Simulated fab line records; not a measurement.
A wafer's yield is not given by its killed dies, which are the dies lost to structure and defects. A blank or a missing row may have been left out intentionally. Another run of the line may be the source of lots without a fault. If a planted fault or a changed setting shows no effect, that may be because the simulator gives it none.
2 desks looking at one fault | flow n5Finfet | each desk has only its own numbers; what lay behind them comes last

DESK OF THE TOOL OWNER: aldMetal-03
The tool's own readings at N5_HKMG_FIN_PWFM_ALD_03 (deposits TiN, target thk 2 nm, pulse time 1 s, purge time 3 s): means of the sampled wafers that have a number, for each lot that ran on this tool. Any lot whose mean is over 4 standard deviations away from the usual mean is out of limits and marked OUT; that distance is given in the brackets.
Columns: A = heaterPowerW at N5_HKMG_FIN_PWFM_ALD_03, usual 892 W; B = precursorPulseHeightRel at N5_HKMG_FIN_PWFM_ALD_03, usual 0.999; C = susceptorTempC at N5_HKMG_FIN_PWFM_ALD_03, usual 400.01 C
lot  | first seen here | A   | B     | C
L540 | day 4 16:17     | 884 | 1.017 | 400.07
L542 | day 5 01:19     | 915 | 1.008 | 400.07
L554 | day 8 01:45     | 950 | 0.990 | 400.10
L558 | day 9 00:34     | 854 | 0.996 | 400.12
This desk found nothing out of limits on any of the 4 lots.

THE METROLOGY DESK
What the gauges read for every lot (on any tool): the sampled wafers with a number, averaged. Any lot whose mean is over 4 standard deviations away from the usual mean is out of limits and marked OUT; that distance is given in the brackets. Readings shown: 7 of its 13, picked as those furthest out on some lot.
Columns: A = NDIPOLE_OVL at N5_HKMG_FIN_OVL_MEAS_50, usual -0.2 nm; B = DIBL_P at N5_BEOL_M4_RC_MEAS_101, usual 36.3 mV/V; C = IOFF_P at N5_BEOL_M4_RC_MEAS_101, usual 0.21 nA/um; D = ION_P at N5_BEOL_M4_RC_MEAS_101, usual 465 uA/um; E = VT_N at N5_BEOL_M4_RC_MEAS_101, usual 249 mV; F = VT_P at N5_BEOL_M4_RC_MEAS_101, usual -250.0 mV; G = VT_P_LVT at N5_BEOL_M4_RC_MEAS_101, usual -97.5 mV
lot  | first seen here | A    | B    | C    | D   | E   | F      | G
L540 | day 4 13:46     | -0.6 | 36.6 | 0.20 | 458 | 252 | -252.4 | -99.8
L541 | day 4 17:59     | -1.5 | 32.2 | 0.17 | 455 | 255 | -252.9 | -102.9
L542 | day 4 22:47     | 0.0  | 36.3 | 0.25 | 468 | 248 | -250.6 | -96.0
L543 | day 5 05:34     | -0.4 | 37.4 | 0.21 | 465 | 252 | -253.0 | -99.8
L544 | day 5 12:01     | -0.0 | 37.0 | 0.21 | 467 | 249 | -249.2 | -98.8
L545 | day 5 17:54     | 0.3  | 34.3 | 0.19 | 464 | 252 | -250.5 | -100.6
L547 | day 6 05:04     | -0.7 | 35.6 | 0.22 | 466 | 252 | -248.2 | -96.0
L549 | day 6 15:31     | 0.7  | 35.2 | 0.22 | 462 | 251 | -249.1 | -95.5
L554 | day 7 22:54     | -0.2 | 34.1 | 0.23 | 470 | 250 | -245.9 | -89.4
L558 | day 8 22:04     | 0.0  | 34.7 | 0.29 | 480 | 250 | -239.7 | -89.0
L561 | day 9 19:52     | -0.1 | 35.8 | 0.21 | 467 | 251 | -250.2 | -97.7
This desk found nothing out of limits on any of the 11 lots.

TAKEN TOGETHER
The tool owner's desk saw nothing out of limits.
From the metrology desk's view, nothing was out of limits.

WHAT THE SIMULATOR PUT IN
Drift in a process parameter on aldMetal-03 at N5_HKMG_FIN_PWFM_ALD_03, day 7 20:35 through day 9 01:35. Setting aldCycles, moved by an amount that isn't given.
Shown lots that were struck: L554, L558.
